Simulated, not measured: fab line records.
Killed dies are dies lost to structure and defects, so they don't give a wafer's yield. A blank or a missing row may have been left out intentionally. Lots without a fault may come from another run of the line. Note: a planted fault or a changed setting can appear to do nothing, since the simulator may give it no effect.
fab line records	flow nand-harc
record lots=5	wafers=15	last-day=33
route steps=1302 shown A_SOURCE_PLATE@418 A_ONON_D1@424 A_CHANNEL_HOLE_D1@450 END@1302
lots that met no fault: taken from a fault-free run of the same line
start-h: hours from the record's first day to the start of the lot's first wafer shown	wait-h: hours from the lot's prior step to this one	" repeats the value in the row above	L1.1+2: several wafers, shown together as one row	- no value, or no start was given	* or withheld: withheld	< > ~ a bound
route shown NAME@n: a module of which the file shows steps, and the number in the route of the first	usual: average and standard deviation across the fault-free wafers	same: alike in all rows	chamber/n: place in a boat	sites: each site's reading	_std_site: standard deviation across them	_edge_site: the outer-site mean with the inner-site mean subtracted	radius-mm: how far each site lies from the wafer's centre	mask NAME#n: copy n	behind: the last tool/chamber to shape the wafer	hold: why the lot was held/for how many hours/how that ended	device: the transistor (n, p or np) that didn't switch	end of line: the route-end tests of the same wafers	a step without rows: its recipe alone	killed: dies lost to structure and defects at the first sort, not the wafer's yield	map: the dies of a wafer, with x for killed, . for not killed, _ for no die there
set.NAME: the setting that was run; set.NAME@STEP: the one run at that earlier step	model.NAME: the simulator's own value behind a step, which no gauge read
lots at some steps of the route; a table a step, a row a wafer
services: when a tool's chamber went out of use (start-h, in hours from the record's first day, below 0 if earlier), for how many hours, and the reason
## steps
# step NHARC_A_SOURCE_PLATE_CVD_03
# recipe target-thk-a=2000	temp-c=620	pressure-mtorr=200	time-s=4000	material=poly-Si
# step NHARC_A_SOURCE_PLATE_ANNEAL_05
# recipe temp-c=850	time-s=1800
# step NHARC_A_SOURCE_PLATE_THK_MEAS_06
# recipe thk-meas-gauge=ellipsometry
# usual thk-nm=199.8/2.3
lot.wafer	tool	chamber	start-h	wait-h	thk-nm
L922.1	film-metro-02	-	211.68	0.4	196.9
L922.2	"	-	"	"	198.7
L922.4	"	-	"	"	200.2
L930.1	film-metro-01	-	289.51	0.4	198.3
L930.3	"	-	"	"	195.2
L930.4	"	-	"	"	198.0
L934.1	film-metro-01	-	331.02	0.4	195.7
L934.4	"	-	"	"	195.0
L934.6	"	-	"	"	194.5
L938.1	film-metro-01	-	379.89	0.4	196.6
L938.2	"	-	"	"	197.6
L938.4	"	-	"	"	196.2
L939.1	film-metro-01	-	383.77	0.4	198.5
L939.4	"	-	"	"	198.1
L939.6	"	-	"	"	200.8
# step NHARC_A_SOURCE_PLATE_INSPECT_08
# usual raw-defect-count=57/22
lot.wafer	tool	chamber	start-h	wait-h	raw-defect-count
L922.1	defect-inspect-01	-	211.79	0.0	74
L922.2	"	-	"	"	42
L922.4	"	-	"	"	44
L930.1	defect-inspect-02	-	289.59	0.0	63
L930.3	"	-	"	"	63
L930.4	"	-	"	"	96
L934.1	defect-inspect-01	-	331.11	0.0	127
L934.4	"	-	"	"	55
L934.6	"	-	"	"	99
L938.1	defect-inspect-02	-	379.95	0.0	66
L938.2	"	-	"	"	77
L938.4	"	-	"	"	102
L939.1	defect-inspect-02	-	383.84	0.0	78
L939.4	"	-	"	"	61
L939.6	"	-	"	"	54
# step NHARC_A_ONON_D1_DEP_00
# recipe target-thk-a=10000	n2-flow-sccm=2750	n2o-flow-sccm=2000	nh3-flow-sccm=500	sih4-flow-sccm=210	temp-c=400
# step NHARC_A_ONON_D1_THK_MEAS_02
# recipe thk-meas-gauge=ellipsometry
# usual thk-nm=1001/10
lot.wafer	tool	chamber	start-h	wait-h	thk-nm
L922.1	film-metro-01	-	212.37	-	1015
L922.2	"	-	"	"	1016
L922.4	"	-	"	"	1015
L930.1	film-metro-01	-	290.16	-	998
L930.3	"	-	"	"	997
L930.4	"	-	"	"	999
L934.1	film-metro-02	-	331.68	-	986
L934.4	"	-	"	"	986
L934.6	"	-	"	"	987
L938.1	film-metro-01	-	380.53	-	1008
L938.2	"	-	"	"	1009
L938.4	"	-	"	"	1009
L939.1	film-metro-01	-	384.41	-	993
L939.4	"	-	"	"	992
L939.6	"	-	"	"	993
# step NHARC_A_ONON_D1_DEP_03
# recipe target-thk-a=10000	n2-flow-sccm=2750	n2o-flow-sccm=2000	nh3-flow-sccm=500	sih4-flow-sccm=210	temp-c=400
# step NHARC_A_ONON_D1_THK_MEAS_05
# recipe thk-meas-gauge=ellipsometry
# usual thk-nm=1003/11
lot.wafer	tool	chamber	start-h	wait-h	thk-nm
L922.1	film-metro-02	-	212.93	-	1004
L922.2	"	-	"	"	1005
L922.4	"	-	"	"	1005
L930.1	film-metro-01	-	290.73	-	1013
L930.3	"	-	"	"	1013
L930.4	"	-	"	"	1013
L934.1	film-metro-02	-	332.25	-	987
L934.4	"	-	"	"	986
L934.6	"	-	"	"	985
L938.1	film-metro-01	-	381.10	-	1006
L938.2	"	-	"	"	1006
L938.4	"	-	"	"	1007
L939.1	film-metro-01	-	384.97	-	1000
L939.4	"	-	"	"	999
L939.6	"	-	"	"	998
# step NHARC_A_ONON_D1_DEP_06
# recipe target-thk-a=10000	n2-flow-sccm=2750	n2o-flow-sccm=2000	nh3-flow-sccm=500	sih4-flow-sccm=210	temp-c=400
# step NHARC_A_ONON_D1_THK_MEAS_08
# recipe thk-meas-gauge=ellipsometry
# usual thk-nm=999/10
lot.wafer	tool	chamber	start-h	wait-h	thk-nm
L922.1	film-metro-01	-	213.51	-	1013
L922.2	"	-	"	"	1010
L922.4	"	-	"	"	1012
L930.1	film-metro-02	-	291.30	-	988
L930.3	"	-	"	"	988
L930.4	"	-	"	"	988
L934.1	film-metro-02	-	332.82	-	993
L934.4	"	-	"	"	993
L934.6	"	-	"	"	994
L938.1	film-metro-01	-	381.66	-	996
L938.2	"	-	"	"	995
L938.4	"	-	"	"	995
L939.1	film-metro-01	-	385.54	-	1013
L939.4	"	-	"	"	1014
L939.6	"	-	"	"	1015
# step NHARC_A_ONON_D1_DEP_09
# recipe target-thk-a=10000	n2-flow-sccm=2750	n2o-flow-sccm=2000	nh3-flow-sccm=500	sih4-flow-sccm=210	temp-c=400
lot.wafer	tool	chamber	start-h	wait-h
L922.1+2+4	pecvd-onon-04	0	213.56	0.1
L930.1+3+4	pecvd-onon-01	0	291.36	0.1
L934.1+4+6	pecvd-onon-04	0	332.87	0.1
L938.1+2+4	pecvd-onon-04	0	381.72	0.1
L939.1+4+6	pecvd-onon-01	0	385.60	0.1
# step NHARC_A_ONON_D1_THK_MEAS_11
# recipe thk-meas-gauge=ellipsometry
# usual thk-nm=999/11
lot.wafer	tool	chamber	start-h	wait-h	thk-nm
L922.1	film-metro-02	-	214.07	-	999
L922.2	"	-	"	"	1000
L922.4	"	-	"	"	998
L930.1	film-metro-01	-	291.86	-	986
L930.3	"	-	"	"	986
L930.4	"	-	"	"	986
L934.1	film-metro-02	-	333.39	-	999
L934.4	"	-	"	"	998
L934.6	"	-	"	"	995
L938.1	film-metro-01	-	382.23	-	1003
L938.2	"	-	"	"	1004
L938.4	"	-	"	"	1003
L939.1	film-metro-01	-	386.11	-	1009
L939.4	"	-	"	"	1010
L939.6	"	-	"	"	1009
# step NHARC_A_ONON_D1_DEP_12
# recipe target-thk-a=10000	n2-flow-sccm=2750	n2o-flow-sccm=2000	nh3-flow-sccm=500	sih4-flow-sccm=210	temp-c=400
# step NHARC_A_ONON_D1_THK_MEAS_14
# recipe thk-meas-gauge=ellipsometry
# usual thk-nm=998/11
lot.wafer	tool	chamber	start-h	wait-h	thk-nm
L922.1	film-metro-02	-	214.64	-	997
L922.2	"	-	"	"	996
L922.4	"	-	"	"	999
L930.1	film-metro-01	-	292.43	-	997
L930.3	"	-	"	"	995
L930.4	"	-	"	"	997
L934.1	film-metro-01	-	333.95	-	992
L934.4	"	-	"	"	995
L934.6	"	-	"	"	994
L938.1	film-metro-01	-	382.79	-	1008
L938.2	"	-	"	"	1007
L938.4	"	-	"	"	1006
L939.1	film-metro-01	-	386.67	-	989
L939.4	"	-	"	"	990
L939.6	"	-	"	"	994
# step NHARC_A_ONON_D1_ANNEAL_15
# recipe temp-c=750	time-s=3600
# step NHARC_A_ONON_D1_DEP_16
# recipe target-thk-a=10000	n2-flow-sccm=2750	n2o-flow-sccm=2000	nh3-flow-sccm=500	sih4-flow-sccm=210	temp-c=400
# step NHARC_A_ONON_D1_THK_MEAS_18
# recipe thk-meas-gauge=ellipsometry
# usual thk-nm=1000/9.3
lot.wafer	tool	chamber	start-h	wait-h	thk-nm
L922.1	film-metro-02	-	222.62	-	1005
L922.2	"	-	"	"	1005
L922.4	"	-	"	"	1003
L930.1	film-metro-01	-	300.26	-	988
L930.3	"	-	"	"	985
L930.4	"	-	"	"	986
L934.1	film-metro-01	-	342.09	-	1000
L934.4	"	-	"	"	998
L934.6	"	-	"	"	1000
L938.1	film-metro-01	-	390.30	-	996
L938.2	"	-	"	"	997
L938.4	"	-	"	"	995
L939.1	film-metro-01	-	397.22	-	998
L939.4	"	-	"	"	998
L939.6	"	-	"	"	999
# step NHARC_A_ONON_D1_DEP_19
# recipe target-thk-a=10000	n2-flow-sccm=2750	n2o-flow-sccm=2000	nh3-flow-sccm=500	sih4-flow-sccm=210	temp-c=400
# step NHARC_A_ONON_D1_THK_MEAS_21
# recipe thk-meas-gauge=ellipsometry
# usual thk-nm=999/8.3
lot.wafer	tool	chamber	start-h	wait-h	thk-nm
L922.1	film-metro-01	-	223.19	-	1008
L922.2	"	-	"	"	1006
L922.4	"	-	"	"	1008
L930.1	film-metro-01	-	300.83	-	1005
L930.3	"	-	"	"	1004
L930.4	"	-	"	"	1004
L934.1	film-metro-01	-	342.66	-	989
L934.4	"	-	"	"	988
L934.6	"	-	"	"	987
L938.1	film-metro-02	-	390.87	-	998
L938.2	"	-	"	"	997
L938.4	"	-	"	"	998
L939.1	film-metro-02	-	397.78	-	996
L939.4	"	-	"	"	996
L939.6	"	-	"	"	995
# step NHARC_A_ONON_D1_DEP_22
# recipe target-thk-a=10000	n2-flow-sccm=2750	n2o-flow-sccm=2000	nh3-flow-sccm=500	sih4-flow-sccm=210	temp-c=400
# step NHARC_A_ONON_D1_THK_MEAS_24
# recipe thk-meas-gauge=ellipsometry
# usual thk-nm=1001/11
lot.wafer	tool	chamber	start-h	wait-h	thk-nm
L922.1	film-metro-02	-	223.75	-	991
L922.2	"	-	"	"	990
L922.4	"	-	"	"	990
L930.1	film-metro-02	-	301.40	-	999
L930.3	"	-	"	"	999
L930.4	"	-	"	"	999
L934.1	film-metro-02	-	343.22	-	988
L934.4	"	-	"	"	986
L934.6	"	-	"	"	989
L938.1	film-metro-02	-	391.44	-	998
L938.2	"	-	"	"	997
L938.4	"	-	"	"	1000
L939.1	film-metro-01	-	398.35	-	1020
L939.4	"	-	"	"	1021
L939.6	"	-	"	"	1019
# step NHARC_A_ONON_D1_DEP_25
# recipe target-thk-a=10000	n2-flow-sccm=2750	n2o-flow-sccm=2000	nh3-flow-sccm=500	sih4-flow-sccm=210	temp-c=400
# step NHARC_A_ONON_D1_THK_MEAS_27
# recipe thk-meas-gauge=ellipsometry
# usual thk-nm=1004/9.4
lot.wafer	tool	chamber	start-h	wait-h	thk-nm
L922.1	film-metro-02	-	224.31	-	1002
L922.2	"	-	"	"	1001
L922.4	"	-	"	"	1003
L930.1	film-metro-02	-	301.96	-	1001
L930.3	"	-	"	"	999
L930.4	"	-	"	"	1000
L934.1	film-metro-02	-	343.79	-	1010
L934.4	"	-	"	"	1009
L934.6	"	-	"	"	1008
L938.1	film-metro-02	-	392.00	-	992
L938.2	"	-	"	"	991
L938.4	"	-	"	"	991
L939.1	film-metro-02	-	398.92	-	1005
L939.4	"	-	"	"	1004
L939.6	"	-	"	"	1004
# step NHARC_A_ONON_D1_DEP_28
# recipe target-thk-a=10000	n2-flow-sccm=2750	n2o-flow-sccm=2000	nh3-flow-sccm=500	sih4-flow-sccm=210	temp-c=400
# step NHARC_A_ONON_D1_THK_MEAS_30
# recipe thk-meas-gauge=ellipsometry
# usual thk-nm=1001/9.4
lot.wafer	tool	chamber	start-h	wait-h	thk-nm
L922.1	film-metro-02	-	224.88	-	999
L922.2	"	-	"	"	998
L922.4	"	-	"	"	999
L930.1	film-metro-01	-	302.53	-	1014
L930.3	"	-	"	"	1012
L930.4	"	-	"	"	1011
L934.1	film-metro-01	-	344.36	-	1013
L934.4	"	-	"	"	1014
L934.6	"	-	"	"	1012
L938.1	film-metro-01	-	392.56	-	997
L938.2	"	-	"	"	998
L938.4	"	-	"	"	997
L939.1	film-metro-01	-	399.49	-	996
L939.4	"	-	"	"	996
L939.6	"	-	"	"	994
# step NHARC_A_ONON_D1_DEP_33
# recipe target-thk-a=2000	temp-c=400	pressure-torr=6.5	rf-w=900	teos-flow-sccm=161.4	flow-sccm=2650	target-thk-nm=200	gas=O2	material=SiO2
# usual heater-power-w=554/120	throttle-valve-pct=16.1/0.53
lot.wafer	tool	chamber	start-h	wait-h	heater-power-w	throttle-valve-pct
L922.1	pecvd-04	0	224.98	0.1	510	17.0
L922.2	"	1	"	"	338	15.9
L922.4	"	1	"	"	350	15.8
L930.3	pecvd-02	1	302.63	0.1	735	15.5
L930.1	"	2	"	"	572	16.7
L930.4	"	1	"	"	748	15.6
L934.1	pecvd-02	2	344.50	0.1	510	16.6
L934.6	"	1	"	"	634	15.6
L934.4	"	2	"	"	524	16.7
L938.2	pecvd-01	1	392.62	0.1	591	16.4
L938.1	"	2	"	"	534	16.3
L938.4	"	0	"	"	723	16.4
L939.1	pecvd-01	1	399.64	0.1	687	16.2
L939.6	"	0	"	"	772	16.8
L939.4	"	1	"	"	692	16.2
# step NHARC_A_ONON_D1_THK_MEAS_34
# recipe thk-meas-gauge=ellipsometry
# usual thk-nm=200.9/2.7
lot.wafer	tool	chamber	start-h	wait-h	thk-nm
L922.1	film-metro-01	-	225.35	-	196.7
L922.2	"	-	"	"	197.5
L922.4	"	-	"	"	200.0
L930.1	film-metro-02	-	302.99	-	199.1
L930.3	"	-	"	"	203.2
L930.4	"	-	"	"	201.3
L934.1	film-metro-02	-	344.83	-	198.4
L934.4	"	-	"	"	203.5
L934.6	"	-	"	"	202.7
L938.1	film-metro-02	-	393.03	-	194.6
L938.2	"	-	"	"	193.1
L938.4	"	-	"	"	195.6
L939.1	film-metro-02	-	399.96	-	194.1
L939.4	"	-	"	"	200.2
L939.6	"	-	"	"	199.0
# step NHARC_A_CHANNEL_HOLE_D1_DEP_00
# recipe target-thk-a=31000	temp-c=400	material=aC
# usual throttle-valve-pct=35.001/0.0095
lot.wafer	tool	chamber	start-h	wait-h	throttle-valve-pct
L922.1	acl-dep-01	0	228.04	2.6	34.999
L922.2	"	0	"	"	35.014
L922.4	"	0	"	"	34.999
L930.1	acl-dep-02	0	310.08	7.0	35.004
L930.3	"	0	"	"	34.998
L930.4	"	0	"	"	34.989
L934.1	acl-dep-01	0	344.96	0.1	35.009
L934.4	"	0	"	"	35.001
L934.6	"	0	"	"	34.997
L938.1	acl-dep-01	0	393.18	0.1	34.989
L938.2	"	0	"	"	34.997
L938.4	"	0	"	"	35.004
L939.1	acl-dep-02	0	401.12	1.1	34.994
L939.4	"	0	"	"	34.995
L939.6	"	0	"	"	34.991
# step NHARC_A_CHANNEL_HOLE_D1_DEP_01
# recipe target-thk-a=1400	target-thk-nm=140	temp-c=400	pressure-torr=3.5	flow-sccm=200	rf-w=350	material=SiON
# usual heater-power-w=770/110
lot.wafer	tool	chamber	start-h	wait-h	heater-power-w
L922.2	pecvd-04	0	229.96	1.3	720
L922.1	"	2	"	"	726
L922.4	"	0	"	"	729
L930.1	pecvd-03	2	312.14	1.8	842
L930.3	"	0	"	"	851
L930.4	"	0	"	"	874
L934.1	pecvd-01	1	346.91	1.6	860
L934.6	"	1	"	"	904
L934.4	"	2	"	"	726
L938.2	pecvd-03	2	395.08	1.3	856
L938.1	"	1	"	"	696
L938.4	"	1	"	"	692
L939.1	pecvd-04	2	403.06	1.6	697
L939.4	"	0	"	"	742
L939.6	"	1	"	"	579
# step NHARC_A_CHANNEL_HOLE_D1_DEHYDRATE_02
# recipe temp-c=150	time-s=120
# step NHARC_A_CHANNEL_HOLE_D1_HMDS_03
# recipe time-s=30
# step NHARC_A_CHANNEL_HOLE_D1_COAT_36
# recipe temp-c=260	time-s=75
# step NHARC_A_CHANNEL_HOLE_D1_COAT_37
# recipe temp-c=225	time-s=65
# step NHARC_A_CHANNEL_HOLE_D1_COAT_04
# recipe spin-rpm=1500	resist-thk-nm=90
# step NHARC_A_CHANNEL_HOLE_D1_SOFTBAKE_05
# recipe temp-c=105	time-s=55
# step NHARC_A_CHANNEL_HOLE_D1_EBR_06
# step NHARC_A_CHANNEL_HOLE_D1_EXPOSE_07
# recipe na=1.35	target-cd-nm=100	sigma-outer=0.3	dose-mj=59.65	mask-id=HOLE_D1
# step NHARC_END_SORT_01
# recipe temp-c=25
# usual killed-at-array=51/17	killed-at-other=1.6/2.1	killed-at-periphery=4/3.2	killed-dies=57/18	killed-open=2.9/1.7	killed-short=2.3/1.3
# same gross-dies=677
lot.wafer	tool	chamber	start-h	wait-h	killed-at-array	killed-at-other	killed-at-periphery	killed-dies	killed-open	killed-short
L930.1	prober-02	0	697.58	2.5	139	0	9	148	1	3
L930.3	prober-02	0	699.21	3.1	147	0	8	155	1	4
L930.4	prober-02	0	700.02	3.4	143	0	9	152	2	1
# killed by level:class
L930.1 A_ONON_D1:unspecified=68 A_CHANNEL_HOLE_D1:chamber-film-flake=27 A_SLIT:chamber-film-flake=17 A_CHANNEL_HOLE_D2:chamber-film-flake=12 A_CONTACT:chamber-film-flake=8 P_GATE:chamber-film-flake=4 A_M0:chamber-film-flake=3 P_M0:chamber-film-flake=2
L930.3 A_ONON_D1:unspecified=79 A_CHANNEL_HOLE_D1:chamber-film-flake=21 A_SLIT:chamber-film-flake=21 A_CHANNEL_HOLE_D2:chamber-film-flake=9 A_CONTACT:chamber-film-flake=5 P_STI:chamber-film-flake=4 A_CHANNEL_FILL_D2:geometric-particle:short=3 A_STAIRCASE:chamber-film-flake=3
L930.4 A_ONON_D1:unspecified=71 A_CHANNEL_HOLE_D1:chamber-film-flake=24 A_SLIT:chamber-film-flake=18 A_CHANNEL_HOLE_D2:chamber-film-flake=13 A_CONTACT:chamber-film-flake=9 P_M0:chamber-film-flake=3 P_ZERO_WELL:chamber-film-flake=2 P_STI:chamber-film-flake=2
# map L930.3 (x killed, . not)
____________.____________
_________..x...x_________
_______..........._______
______.............______
_____..............._____
____.................____
____.................____
___..............x....___
___...................___
__.......x.............__
__.............x.......__
_.....x................._
_......................._
_....x.................._
_......................._
_...................xx.._
.......x.......x...xx....
...............xx.xxx..x.
..............xxxxxx...xx
.............xxxxxxx....x
.........x....xxxxxxxxxxx
_............xxxxxxxxx.x_
_..x....x......xxxxxxx.._
_.x........x.xxxxxxxxx.._
_...........x.xxxxxxx..._
_........x.....xxxxxx..._
__..x.........xx.xx.x..__
__...x....x.....xxxxx..__
___...xx....xx.xxx..x.___
___...xx...x.....x....___
____xxxxx.xxx........____
____xx.xxx.x.........____
_____xxxxxxx.x..x..._____
______xxxxxx....x..______
_______xxxxxx....._______
_________.x....._________
____________x____________
# map L939.1 (x killed, . not)
____________.____________
_________.x....._________
_______..........._______
______.............______
_____..............._____
____.................____
____.................____
___.x.................___
___...................___
__.....................__
__.....................__
_...........x..........._
_...........x..........._
_......................._
_......................._
_......................._
.......x.................
........x.........x......
............x............
.........................
x..........x.............
_........x.............x_
_...............x...x..._
_......x................_
_....x...x.............._
_...x..................._
__..................x..__
__.....................__
___.....x.............___
___..x.............x..___
____....x..........x.____
____.xx..x.x.x.......____
_____xxxx..x....x..._____
______xx.xx.x..xx..______
_______.xx........_______
_________.x....._________
____________.____________
## services
tool	chamber	start-h	hours	kind
pecvd-02	0	196.15	9.2	repair
pecvd-03	-	216.83	0.7	repair
pecvd-01	1	221.88	6.7	repair
pecvd-01	0	223.27	23.1	repair
pecvd-02	-	227.08	13.0	pm
pecvd-01	2	229.12	8.4	repair
acl-dep-02	-	241.96	13.0	pm
acl-dep-01	-	244.45	5.9	repair
pecvd-04	-	269.45	13.0	pm
pecvd-04	0	269.45	13.0	vent-cycle
pecvd-04	1	269.45	13.0	vent-cycle
pecvd-04	2	269.45	28.3	vent-cycle
pecvd-onon-01	-	271.49	13.0	pm
pecvd-03	2	281.61	2.9	repair
pecvd-04	0	282.45	-	clean
pecvd-04	1	282.45	-	clean
pecvd-onon-04	-	311.00	13.0	pm
pecvd-01	-	311.26	13.0	pm
pecvd-03	1	324.56	29.7	repair
pecvd-04	-	351.05	1.2	repair
pecvd-03	-	366.00	13.0	pm
acl-dep-01	-	369.26	13.0	pm
pecvd-01	1	375.91	12.6	repair
pecvd-04	-	391.55	1.2	repair
## key
first-sign step=NHARC_END_SORT_01	reading=killed-dies	direction=up	sigmas=5.4	usual=57	struck=152
effect step=NHARC_END_SORT_01	reading=killed-at-array	direction=up	sigmas=5.3	usual=51	struck=143
more-kills-born-at NHARC_A_ONON_D1_DEP_09@pecvd-onon-01=218
met-at NHARC_A_ONON_D1_DEP_09
struck-wafers L930.1,L930.3,L930.4
tester-left-out L930
fault kind=chamber-particle-source	tool=pecvd-onon-01	chamber=-	onset-h=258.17	steps=NHARC_A_ONON_D1_DEP_09	rate-per-visit-cm2=0.50807	end-h=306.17
# tester-left-out: of these lots the tester's yield and bins aren't shown, on N5 and GAA mostly nor the transistor test; their killed dies are dies lost to structure and defects alone, not to doping, threshold or leakage, so they don't give the yield
